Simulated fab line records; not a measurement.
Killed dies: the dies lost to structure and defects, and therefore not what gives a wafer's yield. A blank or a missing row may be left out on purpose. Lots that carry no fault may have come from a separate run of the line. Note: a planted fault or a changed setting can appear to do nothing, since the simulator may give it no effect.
fab line records	flow n5-finfet
[record] lots = 11	wafers = 30	last-day = 19
route steps=1938 shown BEOL_M5@1181 BEOL_M6@1209 PASSIVATION@1936
lots that met no fault: taken from a fault-free run of the same line
start-h: the number of hours between the record's first day and the start of the first shown wafer of the lot	wait-h: how many hours have passed since the lot's step before this one	" as in the row above	L1.1+2: several wafers, shown together as one row	- no value, or no start was given	* or withheld: withheld	< > ~ a bound
route shown NAME@n: names a module that has steps shown in the file, with the first one's number in the route	usual: mean and standard deviation over wafers with no fault	same: alike in all rows	chamber/n: place in a boat	sites: the reading at each site	_std_site: the standard deviation of these	_edge_site: mean of outer sites minus mean of inner sites	radius-mm: for every site, how far away it sits from the centre of the wafer	mask NAME#n: copy n	behind: the last tool/chamber to shape the wafer	hold: the reason the lot was held/the length of the hold in hours/how it ended	device: transistor that didn't switch, given as n, p or np	end of line: the route-end tests of the same wafers	a step without rows: its recipe alone	killed: the dies lost at the first sort to structure and to defects; this is not the yield of the wafer	map: the dies of a wafer, with x for killed, . for not killed, _ for no die there
set.NAME: the setting as run; set.NAME@STEP: as run at that earlier step	model.NAME: the simulator's own value behind a step, which no gauge read
route steps across a sampled set of lots; one table per step, one row per wafer
services: a tool's chamber out of use, with start hour (start-h, from the record's first day; less than 0 if before it), hours out, and reason
[[steps]]
[step N5_BEOL_M5_SPUTTER_88]
[recipe] material = Cu	target-thk-a = 150	temp-c = -20	chamber-pressure-pa = 0.07	power-w = withheld	time-s = 27.62
[usual] throttle-valve-pct = 30.4/1.3
lot.wafer	tool	chamber	start-h	wait-h	throttle-valve-pct
L955.1	pvd-sputter-03	-	213.37	0.5	31.1
L955.3	"	-	"	"	32.8
L955.6	"	-	"	"	32.9
L956.3	pvd-sputter-02	-	214.98	0.5	28.9
L956.4	"	-	"	"	29.8
L956.6	"	-	"	"	29.3
L957.3	pvd-sputter-03	-	221.75	0.5	29.7
L957.4	"	-	"	"	31.0
L957.5	"	-	"	"	32.7
L960.3	pvd-sputter-03	-	242.78	0.5	29.2
L960.5	"	-	"	"	29.8
L960.6	"	-	"	"	32.7
L963.3	pvd-sputter-03	-	272.70	0.5	31.1
L963.4	"	-	"	"	29.7
L963.6	"	-	"	"	31.1
L970.1	pvd-sputter-02	-	319.46	0.5	29.4
L970.5	"	-	"	"	29.3
L971.2	pvd-sputter-03	-	323.24	0.5	29.3
L971.3	"	-	"	"	31.1
L971.6	"	-	"	"	32.8
L969.4	pvd-sputter-02	-	327.30	0.0	29.2
L969.5	"	-	"	"	28.7
L969.6	"	-	"	"	28.9
L973.1	pvd-sputter-03	-	342.06	0.5	30.6
L973.3	"	-	"	"	31.0
L972.2	pvd-sputter-01	-	342.53	0.5	31.2
L972.3	"	-	"	"	31.0
L972.4	"	-	"	"	29.9
L974.2	pvd-sputter-02	-	346.32	0.5	29.7
L974.3	"	-	"	"	29.1
[step N5_BEOL_M5_ANNEAL_89]
[recipe] temp-c = 400	time-s = 1800	ambient = vacuum
[usual] heater-power-w = 831/81
lot.wafer	tool	chamber	start-h	wait-h	heater-power-w
L955.1	pvd-sputter-03	-	213.45	0.0	784
L955.3	"	-	"	"	966
L955.6	"	-	"	"	984
L956.3	pvd-sputter-02	-	215.06	0.0	815
L956.4	"	-	"	"	912
L956.6	"	-	"	"	828
L957.3	pvd-sputter-03	-	221.83	0.0	744
L957.4	"	-	"	"	754
L957.5	"	-	"	"	950
L960.3	pvd-sputter-03	-	242.86	0.0	741
L960.5	"	-	"	"	737
L960.6	"	-	"	"	969
L963.3	pvd-sputter-03	-	272.78	0.0	745
L963.4	"	-	"	"	723
L963.6	"	-	"	"	739
L970.1	pvd-sputter-02	-	319.54	0.0	913
L970.5	"	-	"	"	800
L971.2	pvd-sputter-03	-	323.32	0.0	747
L971.3	"	-	"	"	740
L971.6	"	-	"	"	951
L969.4	pvd-sputter-02	-	327.85	0.5	797
L969.5	"	-	"	"	796
L969.6	"	-	"	"	807
L973.1	pvd-sputter-03	-	342.14	0.0	831
L973.3	"	-	"	"	755
L972.2	pvd-sputter-01	-	342.61	0.0	922
L972.3	"	-	"	"	703
L972.4	"	-	"	"	853
L974.2	pvd-sputter-02	-	346.40	0.0	934
L974.3	"	-	"	"	807
[step N5_BEOL_M5_CMP_52]
[recipe] stop-on = SiCOH_lowk	t-overpolish-s = 6.9	down-force-psi = 1	platen-rpm = 50	clearing-platen-down-force-psi = 1.5	clearing-platen-rpm = 50	post-cmp-clean = cu-alkaline	target-thk-nm = 62	clearing-platen-pad-velocity-m-s = 0.99484	pad-velocity-m-s = 0.99484
[usual] barrier-field-endpoint-s = 24.7/0.62	clearing-platen-down-force-psi = 1.500/0.0031	motor-current-A = 5.9/0.58	overpolish-run-s = 6.900/0.0096	time-to-endpoint-s = 63/3.3
lot.wafer	tool	chamber	start-h	wait-h	barrier-field-endpoint-s	clearing-platen-down-force-psi	motor-current-A	overpolish-run-s	time-to-endpoint-s
L955.3	cmp-04	2	215.13	0.2	24.7	1.509	6.8	6.906	62
L955.1	"	3	"	"	23.8	1.501	6.5	6.889	59
L955.6	"	1	"	"	24.5	1.498	6.3	6.902	63
L956.4	cmp-01	0	216.58	0.1	24.6	1.500	5.1	6.906	60
L956.3	"	2	"	"	24.2	1.501	5.0	6.902	61
L956.6	"	0	"	"	23.9	1.501	5.1	6.898	60
L957.3	cmp-01	3	223.36	0.2	25.3	1.496	6.0	6.908	66
L957.4	"	0	"	"	24.0	1.503	5.2	6.916	59
L957.5	"	0	"	"	24.6	1.499	4.9	6.906	60
L960.3	cmp-01	0	244.44	0.2	24.5	1.498	5.2	6.914	62
L960.6	"	2	"	"	24.5	1.501	5.5	6.913	60
L960.5	"	3	"	"	24.9	1.497	5.9	6.886	63
L963.4	cmp-04	1	274.32	0.1	24.8	1.498	6.1	6.885	60
L963.3	"	3	"	"	24.5	1.500	6.5	6.895	58
L963.6	"	2	"	"	24.1	1.497	7.0	6.907	57
L970.1	cmp-02	3	321.04	0.3	24.5	1.489	5.9	6.916	64
L970.5	"	3	"	"	25.3	1.498	5.8	6.873	65
L971.3	cmp-02	1	325.23	0.3	24.7	1.499	5.7	6.897	64
L971.2	"	3	"	"	24.8	1.506	5.6	6.885	66
L971.6	"	1	"	"	24.8	1.497	5.7	6.885	63
L969.4	cmp-01	3	329.17	0.3	25.0	1.499	6.2	6.891	63
L969.5	"	3	"	"	24.8	1.503	6.3	6.893	62
L969.6	"	0	"	"	24.3	1.503	5.1	6.889	61
L973.1	cmp-01	3	343.82	0.3	25.0	1.498	6.3	6.901	64
L973.3	"	0	"	"	24.6	1.501	5.1	6.892	61
L972.4	cmp-01	0	344.52	0.2	25.7	1.505	4.8	6.890	66
L972.2	"	1	"	"	25.1	1.498	5.9	6.904	68
L972.3	"	2	"	"	25.4	1.505	5.4	6.906	66
L974.3	cmp-01	2	347.92	0.2	24.9	1.498	5.3	6.887	62
L974.2	"	3	"	"	25.8	1.497	6.2	6.905	62
[step N5_BEOL_M5_CO_CAP_78]
[recipe] material = Co	target-thk-a = 20	temp-c = 200	precursor = CCTBA/H2	pressure-torr = 30	time-s = 102.1
[usual] heater-power-outer-w = 131/11	heater-power-w = 239/20
lot.wafer	tool	chamber	start-h	wait-h	heater-power-outer-w	heater-power-w
L955.1	cvd-co-01	2	215.42	0.0	124	225
L955.3	"	0	"	"	118	225
L955.6	"	1	"	"	123	215
L956.3	cvd-co-01	2	216.95	0.0	122	225
L956.4	"	2	"	"	122	216
L956.6	"	1	"	"	124	216
L957.3	cvd-co-01	2	223.89	0.0	124	222
L957.4	"	0	"	"	116	216
L957.5	"	1	"	"	126	215
L960.3	cvd-co-01	1	244.82	0.0	122	214
L960.5	"	2	"	"	125	223
L960.6	"	0	"	"	120	226
L963.3	cvd-co-02	0	274.69	0.0	120	233
L963.4	"	1	"	"	151	272
L963.6	"	0	"	"	123	237
L970.1	cvd-co-02	0	321.41	0.0	124	238
L970.5	"	2	"	"	141	257
L971.2	cvd-co-02	1	325.60	0.0	153	277
L971.3	"	2	"	"	144	246
L971.6	"	2	"	"	138	250
L969.4	cvd-co-02	2	329.63	0.0	137	246
L969.5	"	0	"	"	121	235
L969.6	"	1	"	"	148	271
L973.1	cvd-co-01	2	344.20	0.0	124	221
L973.3	"	0	"	"	122	222
L972.2	cvd-co-02	2	344.87	0.0	136	247
L972.3	"	0	"	"	121	235
L972.4	"	2	"	"	145	252
L974.2	cvd-co-01	0	348.29	0.0	120	224
L974.3	"	1	"	"	127	218
[step N5_BEOL_M5_INSPECT_58]
[recipe] inspect-instrument = darkfield	mode = post-dep
[usual] raw-defect-count = 67/21
lot.wafer	tool	chamber	start-h	wait-h	raw-defect-count
L955.1	defect-inspect-01	-	215.63	0.0	74
L955.3	"	-	"	"	62
L955.6	"	-	"	"	82
L956.3	defect-inspect-02	-	217.16	0.0	1080
L956.4	"	-	"	"	1110
L956.6	"	-	"	"	1075
L957.3	defect-inspect-01	-	224.13	0.0	1064
L957.4	"	-	"	"	1043
L957.5	"	-	"	"	1049
L960.3	defect-inspect-01	-	245.17	0.1	1082
L960.5	"	-	"	"	1098
L960.6	"	-	"	"	1070
L963.3	defect-inspect-02	-	274.90	0.0	79
L963.4	"	-	"	"	47
L963.6	"	-	"	"	67
L970.1	defect-inspect-02	-	321.62	0.0	68
L970.5	"	-	"	"	69
L971.2	defect-inspect-01	-	325.81	0.0	62
L971.3	"	-	"	"	57
L971.6	"	-	"	"	61
L969.4	defect-inspect-02	-	329.81	0.0	115
L969.5	"	-	"	"	112
L969.6	"	-	"	"	65
L973.1	defect-inspect-01	-	344.40	0.0	67
L973.3	"	-	"	"	71
L972.2	defect-inspect-01	-	345.12	0.0	54
L972.3	"	-	"	"	63
L972.4	"	-	"	"	50
L974.2	defect-inspect-02	-	348.51	0.0	103
L974.3	"	-	"	"	73
[step N5_BEOL_M6_INSPECT_13]
[recipe] mode = adi	inspect-instrument = brightfield
[usual] raw-defect-count = 390/84
lot.wafer	tool	chamber	start-h	wait-h	raw-defect-count
L955.1	defect-inspect-02	-	217.17	0.0	456
L955.3	"	-	"	"	448
L955.6	"	-	"	"	442
L956.3	defect-inspect-02	-	219.28	0.0	1393
L956.4	"	-	"	"	1541
L956.6	"	-	"	"	1517
L957.3	defect-inspect-02	-	227.69	0.0	1424
L957.4	"	-	"	"	1360
L957.5	"	-	"	"	1336
L960.3	defect-inspect-01	-	247.64	0.0	1354
L960.5	"	-	"	"	1573
L960.6	"	-	"	"	1460
L963.3	defect-inspect-02	-	281.08	0.0	415
L963.4	"	-	"	"	476
L963.6	"	-	"	"	415
L970.1	defect-inspect-01	-	325.21	0.0	299
L970.5	"	-	"	"	345
L971.2	defect-inspect-01	-	328.75	0.0	453
L971.3	"	-	"	"	294
L971.6	"	-	"	"	448
L969.4	defect-inspect-02	-	332.31	0.0	582
L969.5	"	-	"	"	334
L969.6	"	-	"	"	373
L973.1	defect-inspect-02	-	348.61	0.0	411
L973.3	"	-	"	"	391
L972.2	defect-inspect-02	-	348.78	0.0	339
L972.3	"	-	"	"	309
L972.4	"	-	"	"	348
L974.2	defect-inspect-01	-	352.10	0.0	297
L974.3	"	-	"	"	352
[step N5_PASSIVATION_PROBE_49]
[usual] defect-limited-yield = 91.0/1.6	killed_at_M0_to_M3 = 35/11	killed_at_M4_up = 14/5.3	killed-at-contacts = 13/6.7	killed-at-front-end = 41/12	killed-at-other = 3.9/2.7	killed-dies = 106/19	killed-on-rim = 14/4	killed-open = 70/14	killed-short = 35/8.8	sort_bin_4_leakage = 0.01/0.058	sort_bin_5_function = 5.3/1	sort_bin_6_memory = 3.3/0.81	sort-n-pass = 1073/19	sort-yield-pct = 91.0/1.6
[same] gross-dies = 1180	killed-at-back-side = 0	sort_bin_8_speed[%] = 0
lot.wafer	tool	chamber	start-h	wait-h	defect-limited-yield[%]	killed_at_M0_to_M3	killed_at_M4_up	killed-at-contacts	killed-at-front-end	killed-at-other	killed-dies	killed-on-rim	killed-open	killed-short	sort_bin_4_leakage[%]	sort_bin_5_function[%]	sort_bin_6_memory[%]	sort-n-pass	sort-yield-pct[%]
L955.1	prober-01	-	319.03	0.0	93.7	23	16	8	20	7	74	15	47	24	0	3.5	2.7	1106	93.7
L955.3	prober-01	-	319.13	0.1	91.4	38	13	10	37	3	101	14	60	40	0	5.6	2.8	1079	91.4
L955.6	prober-01	-	319.28	0.3	92.5	35	13	10	30	1	89	14	55	32	0	4.9	2.4	1091	92.5
L956.3	prober-02	-	319.75	0.1	84.4	44	106	13	20	1	184	29	59	26	0	9.5	3.1	996	84.4
L956.4	prober-02	-	319.80	0.2	82.9	49	109	17	23	4	202	28	76	19	0	9.7	4.2	978	82.9
L956.6	prober-02	-	319.90	0.3	86.0	41	87	5	32	0	165	21	45	42	0	8.1	3.5	1015	86.0
L957.3	prober-01	-	324.08	0.1	84.1	35	110	6	36	1	188	26	66	24	0	9.3	3.2	992	84.1
L957.4	prober-01	-	324.13	0.2	81.4	33	143	5	36	2	219	26	54	32	0	11.4	3.5	961	81.4
L957.5	prober-01	-	324.18	0.2	83.6	34	96	6	53	4	193	34	81	34	0	10.2	4.1	987	83.6
L960.3	prober-01	-	335.41	0.1	85.4	15	100	11	38	8	172	23	60	29	0	8.9	3.5	1008	85.4
L960.5	prober-01	-	335.51	0.2	83.5	11	130	5	43	6	195	30	55	33	0	10.4	3.1	985	83.5
L960.6	prober-01	-	335.56	0.3	81.8	20	153	6	32	4	215	19	45	36	0	11.9	3.5	965	81.8
L963.3	prober-01	-	373.62	0.1	92.9	28	10	2	35	9	84	9	48	36	0.68	4.1	2.7	1088	92.2
L963.4	prober-01	-	373.67	0.2	92.4	23	14	5	45	3	90	19	59	31	0	4.6	2.9	1090	92.4
L963.6	prober-01	-	373.77	0.3	90.2	34	18	10	47	7	116	14	77	39	0	4.4	5.3	1064	90.2
L971.2	prober-01	-	413.35	0.1	89.3	27	15	32	44	8	126	17	91	33	0	6.6	3.6	1054	89.3
L971.3	prober-01	-	413.40	0.1	93.1	18	13	12	36	3	82	12	53	29	0	3.9	2.9	1098	93.1
L971.6	prober-01	-	413.55	0.3	91.5	42	19	5	33	1	100	13	75	23	0	5.6	2.5	1080	91.5
L970.1	prober-01	-	422.78	0.0	91.0	53	4	3	43	3	106	14	77	28	0	5.2	3.1	1074	91.0
L970.5	prober-01	-	422.98	0.2	90.7	40	11	5	52	2	110	17	77	33	0	5.3	3.6	1070	90.7
L969.4	prober-02	-	423.56	0.2	91.1	28	10	6	61	0	105	13	77	27	0	5.8	3.1	1075	91.1
L969.5	prober-02	-	423.61	0.2	87.5	31	16	14	83	3	147	19	98	46	0	6.8	5.3	1033	87.5
L969.6	prober-02	-	423.66	0.3	90.8	42	10	15	40	1	108	9	75	32	0	4.9	3.5	1072	90.8
L972.2	prober-01	-	442.37	0.1	91.8	33	18	8	34	4	97	7	63	33	0	4.8	3.3	1083	91.8
L972.3	prober-01	-	442.42	0.1	91.8	37	23	8	23	6	97	13	71	25	0	5.0	3.1	1083	91.8
L972.4	prober-01	-	442.47	0.2	88.8	42	18	19	48	5	132	21	89	40	0	6.5	4.1	1048	88.8
L973.1	prober-01	-	450.01	0.0	89.0	30	14	28	51	7	130	24	88	42	0	7.3	3.3	1050	89.0
L973.3	prober-01	-	450.11	0.1	90.6	40	6	15	46	4	111	16	67	36	0	5.2	3.4	1069	90.6
L974.2	prober-01	-	450.36	0.4	90.5	36	13	13	44	6	112	16	72	39	0	5.4	3.9	1068	90.5
L974.3	prober-01	-	450.41	0.4	91.9	25	7	18	43	2	95	7	68	27	0	4.5	3.3	1085	91.9
// killed by level:class
L955.1 BEOL_M4:geometric-particle:open=9 MOL_CONTACT_COAG:geometric-particle:open=8 BEOL_M0_SAQP:geometric-particle:open=8 BEOL_M0_SAQP:geometric-particle:short=7 FIN_SAQP:geometric-particle:short=5 FIN_SAQP:geometric-particle:open=4 STI_FIN_REVEAL:geometric-particle:open=3 BEOL_M6:geometric-particle:short=3
L955.3 BEOL_M0_SAQP:geometric-particle:open=11 FIN_SAQP:geometric-particle:open=9 BEOL_M0_SAQP:geometric-particle:short=9 MOL_CONTACT_COAG:geometric-particle:open=7 FIN_SAQP:geometric-particle:short=6 BEOL_M3:geometric-particle:open=6 STI_FIN_REVEAL:geometric-particle:open=5 BEOL_M4:geometric-particle:open=5
L955.6 BEOL_M0_SAQP:geometric-particle:short=10 BEOL_M3:geometric-particle:open=8 FIN_SAQP:geometric-particle:open=7 MOL_CONTACT_COAG:geometric-particle:open=7 BEOL_M0_SAQP:geometric-particle:open=7 BEOL_M4:geometric-particle:open=7 FIN_SAQP:geometric-particle:short=6 STI_FIN_REVEAL:geometric-particle:open=5
L956.3 BEOL_M5:unspecified=99 MOL_CONTACT_COAG:geometric-particle:open=11 BEOL_M0_SAQP:geometric-particle:open=9 BEOL_M1:geometric-particle:short=8 BEOL_M3:geometric-particle:open=7 BEOL_M0_SAQP:geometric-particle:short=6 BEOL_M1:geometric-particle:open=6 SDB:geometric-particle:open=4
L956.4 BEOL_M5:unspecified=103 MOL_CONTACT_COAG:geometric-particle:open=17 BEOL_M3:geometric-particle:open=15 BEOL_M0_SAQP:geometric-particle:open=9 BEOL_M0_SAQP:geometric-particle:short=8 BEOL_M1:geometric-particle:open=7 FIN_SAQP:geometric-particle:open=5 BEOL_M0:geometric-particle:open=4
L956.6 BEOL_M5:unspecified=78 BEOL_M0_SAQP:geometric-particle:short=10 FIN_SAQP:geometric-particle:open=7 FIN_SAQP:geometric-particle:short=6 DUMMY_GATE:geometric-particle:open=5 BEOL_M0_SAQP:geometric-particle:open=5 BEOL_M1:geometric-particle:open=5 BEOL_M3:geometric-particle:open=5
L957.3 BEOL_M5:unspecified=98 STI_FIN_REVEAL:geometric-particle:open=17 BEOL_M2:geometric-particle:open=11 BEOL_M0_SAQP:geometric-particle:open=11 BEOL_M5:geometric-particle:open=7 BEOL_M0_SAQP:geometric-particle:short=6 STI_FIN_REVEAL:geometric-particle:short=4 MOL_CONTACT_COAG:geometric-particle:open=4
L957.4 BEOL_M5:unspecified=132 BEOL_M3:geometric-particle:open=13 STI_FIN_REVEAL:geometric-particle:open=9 FIN_SAQP:geometric-particle:open=8 BEOL_M0_SAQP:geometric-particle:short=7 FIN_SAQP:geometric-particle:short=6 MOL_CONTACT_COAG:geometric-particle:open=5 BEOL_M3:geometric-particle:short=4
L957.5 BEOL_M5:unspecified=78 STI_FIN_REVEAL:geometric-particle:open=21 BEOL_M2:geometric-particle:open=10 BEOL_M0_SAQP:geometric-particle:short=9 BEOL_M5:geometric-particle:open=9 BEOL_M1:geometric-particle:open=7 BEOL_M0_SAQP:geometric-particle:open=6 STI_FIN_REVEAL:geometric-particle:short=5
L960.3 BEOL_M5:unspecified=82 STI_FIN_REVEAL:geometric-particle:open=16 MOL_CONTACT_COAG:geometric-particle:open=9 BEOL_M0_SAQP:geometric-particle:short=7 FIN_SAQP:geometric-particle:open=6 BEOL_M4:geometric-particle:short=5 FIN_SAQP:geometric-particle:short=4 GATE_CUT:geometric-particle:short=4
L960.5 BEOL_M5:unspecified=105 BEOL_M4:geometric-particle:open=16 STI_FIN_REVEAL:geometric-particle:open=11 FIN_SAQP:geometric-particle:open=8 BEOL_M4:geometric-particle:short=7 FIN_SAQP:geometric-particle:short=5 BEOL_M0_SAQP:geometric-particle:short=5 GATE_CUT:geometric-particle:open=4
L960.6 BEOL_M5:unspecified=134 BEOL_M0_SAQP:geometric-particle:short=10 BEOL_M4:geometric-particle:open=8 FIN_SAQP:geometric-particle:short=6 FIN_SAQP:geometric-particle:open=5 STI_FIN_REVEAL:geometric-particle:open=5 BEOL_M0_SAQP:geometric-particle:open=5 GATE_CUT:geometric-particle:short=4
L963.3 BEOL_M3:geometric-particle:open=7 BEOL_M2:geometric-particle:open=7 GATE_CUT:geometric-particle:short=6 STI_FIN_REVEAL:geometric-particle:open=5 BEOL_M4:geometric-particle:open=5 FIN_SAQP:geometric-particle:open=4 DUMMY_GATE:geometric-particle:open=4 BEOL_M0_SAQP:geometric-particle:short=4
L963.4 BEOL_M2:geometric-particle:open=9 FIN_SAQP:geometric-particle:open=8 BEOL_M4:geometric-particle:open=8 GATE_CUT:geometric-particle:short=7 FIN_SAQP:geometric-particle:short=5 STI_FIN_REVEAL:geometric-particle:open=5 BEOL_M1:geometric-particle:open=5 STARTING-WAFER:geometric-particle:short=5
L963.6 FIN_SAQP:geometric-particle:open=14 FIN_SAQP:geometric-particle:short=11 BEOL_M1:geometric-particle:open=10 BEOL_M4:geometric-particle:open=10 MOL_CONTACT_COAG:geometric-particle:open=8 BEOL_M2:geometric-particle:open=8 BEOL_M3:geometric-particle:open=5 STI_FIN_REVEAL:geometric-particle:open=4
L971.2 MOL_CONTACT_COAG:geometric-particle:open=25 BEOL_M1:geometric-particle:open=13 STI_FIN_REVEAL:geometric-particle:open=8 DUMMY_GATE:geometric-particle:open=7 MOL_CONTACT_COAG:geometric-particle:short=7 FIN_SAQP:geometric-particle:open=6 BEOL_M2:geometric-particle:open=5 BEOL_M4:geometric-particle:open=5
L971.3 FIN_SAQP:geometric-particle:open=10 MOL_CONTACT_COAG:geometric-particle:open=9 BEOL_M1:geometric-particle:open=8 FIN_SAQP:geometric-particle:short=6 BEOL_M4:geometric-particle:open=5 BEOL_M3:geometric-particle:open=5 GATE_CUT:geometric-particle:short=4 MOL_CONTACT_COAG:geometric-particle:short=3
L971.6 BEOL_M1:geometric-particle:open=25 FIN_SAQP:geometric-particle:open=7 BEOL_M4:geometric-particle:open=6 DUMMY_GATE:geometric-particle:open=5 MOL_CONTACT_COAG:geometric-particle:open=4 BEOL_M5:geometric-particle:open=4 BEOL_M7:geometric-particle:open=4 STI_FIN_REVEAL:geometric-particle:open=3
L970.1 STI_FIN_REVEAL:geometric-particle:open=16 BEOL_M3:geometric-particle:open=12 BEOL_M0_SAQP:geometric-particle:open=11 BEOL_M1:geometric-particle:open=8 BEOL_M2:geometric-particle:open=8 FIN_SAQP:geometric-particle:open=6 BEOL_M0_SAQP:geometric-particle:short=6 GATE_CUT:geometric-particle:short=5
L970.5 STI_FIN_REVEAL:geometric-particle:open=16 BEOL_M0_SAQP:geometric-particle:open=11 BEOL_M0_SAQP:geometric-particle:short=10 BEOL_M2:geometric-particle:open=9 GATE_CUT:geometric-particle:short=7 DUMMY_GATE:geometric-particle:short=5 DUMMY_GATE:geometric-particle:open=5 BEOL_M3:geometric-particle:open=5
L969.4 STI_FIN_REVEAL:geometric-particle:open=18 BEOL_M2:geometric-particle:open=10 FIN_SAQP:geometric-particle:open=9 GATE_CUT:geometric-particle:short=9 GATE_CUT:geometric-particle:open=7 MOL_CONTACT_COAG:geometric-particle:open=6 BEOL_M0_SAQP:geometric-particle:short=6 BEOL_M0:geometric-particle:open=5
L969.5 STI_FIN_REVEAL:geometric-particle:open=25 FIN_SAQP:geometric-particle:open=16 MOL_CONTACT_COAG:geometric-particle:open=14 FIN_SAQP:geometric-particle:short=12 STI_FIN_REVEAL:geometric-particle:short=8 BEOL_M2:geometric-particle:open=7 BEOL_M0_SAQP:geometric-particle:open=6 STARTING-WAFER:geometric-particle:open=5
L969.6 FIN_SAQP:geometric-particle:open=14 MOL_CONTACT_COAG:geometric-particle:open=12 BEOL_M0_SAQP:geometric-particle:short=12 BEOL_M0_SAQP:geometric-particle:open=11 STI_FIN_REVEAL:geometric-particle:open=9 FIN_SAQP:geometric-particle:short=8 BEOL_M2:geometric-particle:open=5 BEOL_M1:geometric-particle:open=4
L972.2 BEOL_M1:geometric-particle:open=11 BEOL_M4:geometric-particle:open=11 FIN_SAQP:geometric-particle:short=7 BEOL_M3:geometric-particle:open=7 BEOL_M2:geometric-particle:open=6 DUMMY_GATE:geometric-particle:open=5 MOL_CONTACT_COAG:geometric-particle:short=5 FIN_SAQP:geometric-particle:open=4
L972.3 BEOL_M4:geometric-particle:open=18 BEOL_M3:geometric-particle:open=12 MOL_CONTACT_COAG:geometric-particle:open=8 BEOL_M0_SAQP:geometric-particle:short=7 BEOL_M1:geometric-particle:open=6 FIN_SAQP:geometric-particle:short=5 BEOL_M0_SAQP:geometric-particle:open=5 STI_FIN_REVEAL:geometric-particle:open=4
L972.4 STI_FIN_REVEAL:geometric-particle:open=13 MOL_CONTACT_COAG:geometric-particle:open=11 BEOL_M1:geometric-particle:open=10 BEOL_M3:geometric-particle:open=10 BEOL_M4:geometric-particle:open=10 FIN_SAQP:geometric-particle:open=9 MOL_CONTACT_COAG:geometric-particle:short=8 FIN_SAQP:geometric-particle:short=6
L973.1 MOL_CONTACT_COAG:geometric-particle:open=24 STI_FIN_REVEAL:geometric-particle:open=15 GATE_CUT:geometric-particle:short=8 BEOL_M3:geometric-particle:open=6 FIN_SAQP:geometric-particle:short=5 BEOL_M2:geometric-particle:open=5 BEOL_M0_SAQP:geometric-particle:open=5 BEOL_M1:geometric-particle:open=5
L973.3 BEOL_M0_SAQP:geometric-particle:short=13 STI_FIN_REVEAL:geometric-particle:open=12 MOL_CONTACT_COAG:geometric-particle:open=12 BEOL_M0_SAQP:geometric-particle:open=11 BEOL_M2:geometric-particle:open=7 HKMG_FIN:area-etch=6 STI_FIN_REVEAL:geometric-particle:short=5 DUMMY_GATE:geometric-particle:open=5
L974.2 FIN_SAQP:geometric-particle:short=13 FIN_SAQP:geometric-particle:open=12 MOL_CONTACT_COAG:geometric-particle:open=10 BEOL_M1:geometric-particle:short=6 BEOL_M1:geometric-particle:open=6 STI_FIN_REVEAL:geometric-particle:open=5 BEOL_M3:geometric-particle:open=5 BEOL_M0_SAQP:geometric-particle:open=5
L974.3 MOL_CONTACT_COAG:geometric-particle:open=15 FIN_SAQP:geometric-particle:open=14 STI_FIN_REVEAL:geometric-particle:open=8 BEOL_M1:geometric-particle:open=7 BEOL_M1:geometric-particle:short=4 GATE_CUT:geometric-particle:short=4 BEOL_M3:geometric-particle:open=4 STI_FIN_REVEAL:geometric-particle:short=3
[[services]]
tool	chamber	start-h	hours	kind
pvd-sputter-02	-	189.66	6.6	repair
cvd-co-02	1	205.20	2.7	repair
cvd-co-02	-	212.92	3.2	repair
cvd-co-02	-	223.41	0.7	repair
cmp-01	-	229.23	4.0	pm
cmp-01	-	233.23	-	consumable-replace:conditioner
cmp-01	-	233.23	-	consumable-replace:pad
cmp-01	-	235.47	5.8	pm
cmp-02	-	240.69	4.6	pm
cmp-01	-	243.11	1.0	repair
cmp-01	-	250.04	14.9	pm
cmp-01	-	269.52	5.5	repair
cmp-02	-	270.72	4.0	pm
cvd-co-01	-	272.76	6.0	pm
pvd-sputter-03	-	294.50	0.8	repair
cmp-04	-	296.61	0.9	repair
cmp-02	-	303.82	0.9	repair
cmp-02	-	327.71	16.8	pm
cvd-co-02	-	328.35	1.1	repair
cmp-04	-	329.53	6.7	pm
cvd-co-02	1	333.33	-	clean
cvd-co-02	1	333.33	22.0	scheduled-down
cvd-co-02	1	333.33	22.0	vent-cycle
cmp-04	-	341.12	1.1	repair
[[key]]
[first-sign] step = N5_BEOL_M5_INSPECT_58	reading = raw-defect-count	direction = up	sigmas = 49	usual = 67	struck = 1075
[effect] step = N5_BEOL_M6_INSPECT_13	reading = raw-defect-count	direction = up	sigmas = 13	usual = 390	struck = 1440
[effect] step = N5_PASSIVATION_PROBE_49	reading = killed_at_M4_up	direction = up	sigmas = 19	usual = 14	struck = 115
[more-kills-born-at] N5_BEOL_M5_CO_CAP_78@cvd-co-01 = 909
met-at N5_BEOL_M5_CO_CAP_78
struck-lots L956,L957,L960
not-acting-at N5_BEOL_M5_SPUTTER_88,N5_BEOL_M5_ANNEAL_89,N5_BEOL_M5_CMP_52
onset-between 215.42 216.95
[fault] kind = chamber-particle-source	tool = cvd-co-01	chamber = -	onset-h = 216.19	steps = N5_BEOL_M5_CO_CAP_78	rate-per-visit-cm2 = 1.5749	end-h = 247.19
